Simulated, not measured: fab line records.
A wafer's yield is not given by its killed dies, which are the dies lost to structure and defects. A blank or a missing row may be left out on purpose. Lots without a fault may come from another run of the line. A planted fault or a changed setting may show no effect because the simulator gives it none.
fab line records    flow nandHarc
record: lots: 12  wafers: 36  lastDay: 33
route steps=1302 shown P_CONTACT@234 P_M0@260
lots with no fault: from the same line, run without faults
startH: hours from the record's opening day to when the first of the lot's shown wafers began    waitH: how many hours have passed since the lot's step before this one    " repeats the value in the row above    L1.1+2: a row that stands for several wafers    - either no value or no given start    * or withheld: withheld    < > ~ a bound
route shown NAME@n: a module of which the file shows steps, and the number in the route of the first    usual: average and standard deviation across the fault-free wafers    same: alike in all rows    chamber/n: place in a boat    sites: readings site by site    _std_site: how widely they spread, as a standard deviation    _edge_site: mean of outer sites minus mean of inner sites    radiusMm: for every site, how far away it sits from the centre of the wafer    mask NAME#n: copy n    behind: the last tool/chamber to shape the wafer    hold: reason for holding the lot/hours on hold/outcome of the hold    device: whichever transistor did not switch (one of n, p or np)    end of line: tests run on the same wafers once the route is complete    for a step that has no rows: nothing shown but its recipe    killed: dies that structure and defects cost at the first sort, which is not the same as the wafer's yield    map: a wafer's dies, marking killed ones x, the rest . and places with no die _
set.NAME: the setting that was run; set.NAME@STEP: the one run at that earlier step    model.NAME: the simulator's own value behind a step, which no gauge read
the route's steps for a sample of lots (tables are steps, rows are wafers)
services: a tool's chamber out of use, with start hour (startH, from the record's first day; less than 0 if before it), hours out, and reason
== steps ==
step: NHARC_P_CONTACT_INSPECT_14
usual: rawDefectCount: 4/3
lot.wafer  tool              chamber  startH  waitH  rawDefectCount
L586.2     defectInspect-02  -        128.27  0.0    4
L586.5     "                 -        "       "      4
L586.6     "                 -        "       "      9
L589.1     defectInspect-02  -        155.94  0.0    5
L589.3     "                 -        "       "      12
L589.5     "                 -        "       "      8
L590.2     defectInspect-02  -        166.05  0.0    5
L590.5     "                 -        "       "      3
L590.6     "                 -        "       "      2
L592.3     defectInspect-02  -        195.16  0.0    0
L592.4     "                 -        "       "      1
L592.6     "                 -        "       "      3
L594.2     defectInspect-01  -        213.19  0.0    2
L594.4     "                 -        "       "      6
L594.6     "                 -        "       "      2
L596.1     defectInspect-01  -        227.85  0.0    4
L596.2     "                 -        "       "      10
L596.3     "                 -        "       "      11
L595.2     defectInspect-02  -        228.23  0.0    7
L595.3     "                 -        "       "      5
L595.5     "                 -        "       "      6
L601.1     defectInspect-01  -        278.94  0.0    9
L601.3     "                 -        "       "      3
L601.5     "                 -        "       "      4
L602.3     defectInspect-01  -        289.98  0.0    9
L602.4     "                 -        "       "      11
L602.6     "                 -        "       "      9
L603.1     defectInspect-01  -        301.20  0.0    7
L603.2     "                 -        "       "      1
L603.3     "                 -        "       "      7
L605.1     defectInspect-02  -        311.95  0.0    3
L605.2     "                 -        "       "      4
L605.4     "                 -        "       "      7
L608.2     defectInspect-02  -        348.20  0.0    2
L608.3     "                 -        "       "      2
L608.6     "                 -        "       "      1
step: NHARC_P_CONTACT_ETCH_31
recipe: targetDepthA: 300  timeS: 85.7  ionEnergyEv: 120  overEtchFrac: 1  ch3fFlowSccm: 50  o2FlowSccm: 30  arFlowSccm: 200  rfW: 500  biasW: 100  chemistry: CH3F/O2
usual: drypumpMotorCurrentA: 5.7/0.45  oesProductAu: 0.980/0.015  rfVppV: 243.8/1.4  showerheadPlenumPTorr: 2.41/0.082  throttleValvePct: 20.663/0.009
lot.wafer  tool        chamber  startH  waitH  drypumpMotorCurrentA  oesProductAu  rfHoursCounterH  rfVppV  showerheadPlenumPTorr  throttleValvePct
L586.2     rieDiel-02  2        -       -      5.4                   0.978         1.5              244.1   2.39                   20.664
L586.5     "           1        "       "      6.1                   0.965         -                242.4   2.31                   20.665
L586.6     "           2        "       "      5.4                   0.993         -                244.1   2.39                   20.667
L589.1     rieDiel-03  2        -       -      5.0                   0.974         0.9              240.4   2.31                   20.647
L589.3     "           3        "       "      5.7                   0.969         1.0              243.5   2.37                   20.668
L589.5     "           3        "       "      5.7                   0.968         -                243.9   2.37                   20.659
L590.2     rieDiel-03  0        -       -      6.2                   0.944         1.5              244.2   2.37                   20.664
L590.6     "           3        "       "      5.7                   0.942         -                243.4   2.37                   20.664
L590.5     "           0        "       "      6.2                   0.950         -                243.8   2.37                   20.660
L592.3     rieDiel-03  3        -       -      5.7                   0.974         1.8              243.8   2.37                   20.671
L592.4     "           0        "       "      6.2                   0.969         2.0              241.5   2.37                   20.655
L592.6     "           1        "       "      5.2                   0.988         -                243.1   2.30                   20.660
L594.4     rieDiel-02  0        -       -      5.5                   0.985         3.1              246.0   2.55                   20.663
L594.2     "           2        "       "      5.4                   0.993         3.5              242.4   2.39                   20.675
L594.6     "           0        "       "      5.5                   0.999         -                246.7   2.55                   20.663
L596.2     rieDiel-03  2        -       -      5.0                   0.975         2.7              241.4   2.31                   20.651
L596.3     "           3        "       "      5.7                   0.970         2.3              243.3   2.37                   20.668
L596.1     "           0        "       "      6.2                   0.980         2.5              244.0   2.37                   20.652
L595.2     rieDiel-13  2        -       -      5.8                   0.994         2.2              242.4   2.35                   20.659
L595.3     "           3        "       "      6.8                   0.992         2.2              245.0   2.47                   20.676
L595.5     "           1        "       "      5.8                   0.998         -                243.5   2.50                   20.655
L601.1     rieDiel-02  2        -       -      5.5                   0.974         2.0              242.6   2.38                   20.658
L601.3     "           3        "       "      5.6                   1.000         1.8              244.7   2.49                   20.659
L601.5     "           1        "       "      6.1                   0.959         -                241.7   2.31                   20.673
L602.3     rieDiel-02  2        -       -      5.4                   0.964         2.6              243.1   2.38                   20.668
L602.4     "           3        "       "      5.6                   1.000         2.3              244.8   2.49                   20.673
L602.6     "           3        "       "      5.6                   0.999         -                245.4   2.49                   20.655
L603.1     rieDiel-02  0        -       -      5.5                   0.994         2.7              247.1   2.55                   20.672
L603.2     "           1        "       "      6.1                   0.954         3.0              240.8   2.31                   20.663
L603.3     "           3        "       "      5.6                   0.993         2.9              244.2   2.49                   20.662
L605.1     rieDiel-13  0        -       -      5.5                   0.986         7.7              244.8   2.47                   20.655
L605.2     "           3        "       "      6.8                   0.989         7.2              243.1   2.47                   20.644
L605.4     "           1        "       "      5.8                   1.000         -                245.0   2.50                   20.678
L608.3     rieDiel-03  2        -       -      5.1                   0.987         1.3              241.7   2.31                   20.668
L608.2     "           3        "       "      5.7                   0.976         1.0              242.6   2.37                   20.652
L608.6     "           1        "       "      5.3                   1.002         -                243.4   2.30                   20.666
step: NHARC_P_CONTACT_CD_MEAS_19
usual: cdNm: 90.5/1.7
lot.wafer  tool      chamber  startH  waitH  cdNm
L586.2     cdSem-03  -        129.20  -      91.3
L586.5     "         -        "       "      88.5
L586.6     "         -        "       "      91.4
L589.1     cdSem-03  -        156.86  -      89.3
L589.3     "         -        "       "      91.8
L589.5     "         -        "       "      89.6
L590.2     cdSem-01  -        166.98  -      88.1
L590.5     "         -        "       "      86.9
L590.6     "         -        "       "      89.5
L592.3     cdSem-03  -        196.09  -      91.5
L592.4     "         -        "       "      91.2
L592.6     "         -        "       "      92.6
L594.2     cdSem-02  -        214.12  -      90.1
L594.4     "         -        "       "      88.8
L594.6     "         -        "       "      86.8
L596.1     cdSem-02  -        228.77  -      90.3
L596.2     "         -        "       "      90.7
L596.3     "         -        "       "      90.0
L595.2     cdSem-01  -        229.16  -      89.0
L595.3     "         -        "       "      90.0
L595.5     "         -        "       "      91.1
L601.1     cdSem-03  -        279.87  -      92.2
L601.3     "         -        "       "      91.1
L601.5     "         -        "       "      92.7
L602.3     cdSem-02  -        290.92  -      89.6
L602.4     "         -        "       "      92.1
L602.6     "         -        "       "      91.4
L603.1     cdSem-03  -        302.13  -      90.8
L603.2     "         -        "       "      92.6
L603.3     "         -        "       "      90.4
L605.1     cdSem-01  -        313.02  -      87.8
L605.2     "         -        "       "      92.0
L605.4     "         -        "       "      92.9
L608.2     cdSem-01  -        349.18  -      93.8
L608.3     "         -        "       "      88.4
L608.6     "         -        "       "      89.8
step: NHARC_P_M0_EXPOSE_06
recipe: na: 1.35  targetCdNm: 90  doseMj: 81.28  maskId: P_M0
usual: exposureDoseMJCm2: 81.19/0.087
lot.wafer  tool            chamber  startH  waitH  mask    exposureDoseMJCm2
L586.2     arfiScanner-02  0        132.18  -      P_M0#0  81.05
L586.5     "               0        "       "      P_M0#0  81.13
L586.6     "               0        "       "      P_M0#0  81.09
L589.1     arfiScanner-02  0        159.71  -      P_M0#0  81.15
L589.3     "               0        "       "      P_M0#0  81.14
L589.5     "               0        "       "      P_M0#0  81.25
L590.2     arfiScanner-01  0        170.05  -      P_M0#0  81.30
L590.5     "               0        "       "      P_M0#0  81.36
L590.6     "               0        "       "      P_M0#0  81.30
L592.3     arfiScanner-01  0        199.07  -      P_M0#0  81.26
L592.4     "               0        "       "      P_M0#0  81.27
L592.6     "               0        "       "      P_M0#0  81.29
L594.2     arfiScanner-01  0        217.09  -      P_M0#0  81.25
L594.4     "               0        "       "      P_M0#0  81.12
L594.6     "               0        "       "      P_M0#0  81.21
L596.1     arfiScanner-03  0        231.89  -      P_M0#0  81.26
L596.2     "               0        "       "      P_M0#0  81.28
L596.3     "               0        "       "      P_M0#0  81.29
L595.2     arfiScanner-01  0        232.15  -      P_M0#0  81.14
L595.3     "               0        "       "      P_M0#0  81.25
L595.5     "               0        "       "      P_M0#0  81.15
L601.1     arfiScanner-01  0        282.72  -      P_M0#0  91.43
L601.3     "               0        "       "      P_M0#0  91.39
L601.5     "               0        "       "      P_M0#0  91.42
L602.3     arfiScanner-01  0        293.76  -      P_M0#0  89.34
L602.4     "               0        "       "      P_M0#0  89.30
L602.6     "               0        "       "      P_M0#0  89.27
L603.1     arfiScanner-01  0        304.98  -      P_M0#0  87.84
L603.2     "               0        "       "      P_M0#0  87.72
L603.3     "               0        "       "      P_M0#0  87.81
L605.1     arfiScanner-01  0        316.03  -      P_M0#0  86.55
L605.2     "               0        "       "      P_M0#0  86.48
L605.4     "               0        "       "      P_M0#0  86.44
L608.2     arfiScanner-02  0        352.03  -      P_M0#0  81.11
L608.3     "               0        "       "      P_M0#0  81.01
L608.6     "               0        "       "      P_M0#0  81.21
step: NHARC_P_M0_CD_MEAS_09
recipe: targetCdNm: 90  landingEnergyEv: 500
usual: cdNm: 90.1/0.59
same: landingEnergyEv: 500
lot.wafer  tool      chamber  startH  waitH  cdNm
L586.2     cdSem-01  0        132.32  -      91.0
L586.5     "         0        "       "      91.0
L586.6     "         0        "       "      91.3
L589.1     cdSem-01  0        159.85  -      90.2
L589.3     "         0        "       "      90.8
L589.5     "         0        "       "      90.3
L590.2     cdSem-01  0        170.19  -      90.0
L590.5     "         0        "       "      90.1
L590.6     "         0        "       "      89.2
L592.3     cdSem-03  0        199.20  -      91.2
L592.4     "         0        "       "      90.8
L592.6     "         0        "       "      90.9
L594.2     cdSem-02  0        217.22  -      90.3
L594.4     "         0        "       "      88.9
L594.6     "         0        "       "      89.9
L596.1     cdSem-01  0        232.03  -      88.7
L596.2     "         0        "       "      89.7
L596.3     "         0        "       "      89.8
L595.2     cdSem-03  0        232.29  -      89.6
L595.3     "         0        "       "      90.4
L595.5     "         0        "       "      89.1
L601.1     cdSem-01  0        282.86  -      97.5
L601.3     "         0        "       "      97.3
L601.5     "         0        "       "      96.3
L602.3     cdSem-03  0        293.89  -      96.1
L602.4     "         0        "       "      95.5
L602.6     "         0        "       "      95.3
L603.1     cdSem-01  0        305.12  -      94.5
L603.2     "         0        "       "      95.0
L603.3     "         0        "       "      94.3
L605.1     cdSem-03  0        316.17  -      93.9
L605.2     "         0        "       "      94.5
L605.4     "         0        "       "      94.3
L608.2     cdSem-02  0        352.17  -      89.8
L608.3     "         0        "       "      90.1
L608.6     "         0        "       "      90.3
== services ==
tool            chamber  startH  hours  kind
arfiScanner-02  -        112.80  3.8    repair
arfiScanner-02  -        120.24  1.5    repair
arfiScanner-01  -        130.30  0.7    repair
rieDiel-13      0        136.59  4.9    repair
arfiScanner-02  -        140.00  4.0    pm
rieDiel-13      -        165.01  9.0    pm
rieDiel-03      -        167.53  1.0    repair
rieDiel-03      -        169.19  0.6    repair
arfiScanner-01  -        174.05  4.0    pm
rieDiel-02      0        174.63  1.2    repair
rieDiel-02      -        186.42  0.4    repair
rieDiel-13      0        190.23  5.5    repair
arfiScanner-01  -        209.67  0.6    repair
rieDiel-13      0        216.19  6.8    repair
rieDiel-02      -        216.70  9.0    pm
arfiScanner-01  -        261.21  1.1    repair
arfiScanner-01  -        270.37  0.6    repair
rieDiel-03      -        281.30  9.0    pm
arfiScanner-02  -        291.25  6.8    repair
rieDiel-03      -        296.61  5.7    repair
arfiScanner-02  -        312.00  4.0    pm
rieDiel-03      3        323.72  14.0   repair
rieDiel-02      1        331.10  1.5    repair
arfiScanner-01  -        346.05  4.0    pm
== key ==
firstSign: step: NHARC_P_M0_EXPOSE_06  reading: exposureDoseMJCm2  direction: up  sigmas: 87  usual: 81.19  struck: 88.75
effect: step: NHARC_P_M0_CD_MEAS_09  reading: cdNm  direction: up  sigmas: 8.8  usual: 90.1  struck: 95.4  through: controlLoop
metAt NHARC_P_M0_EXPOSE_06
struckLots L601,L602,L603,L605
loopTrim: step: NHARC_P_M0_EXPOSE_06  setting: dose  lots: L602,L603,L605
notActingAt NHARC_P_CONTACT_INSPECT_14,NHARC_P_CONTACT_ETCH_31,NHARC_P_CONTACT_CD_MEAS_19
onsetBetween 232.15 282.72
fault: kind: processParameterDrift  tool: arfiScanner-01  chamber: -  onsetH: 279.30  steps: NHARC_P_M0_EXPOSE_06  channel: doseMj  offset: 10.163  shape: step  actsIn: theseRecipesOnly  stated: 81.28
loopTrim: a control loop set the setting to another value than it would have without faults
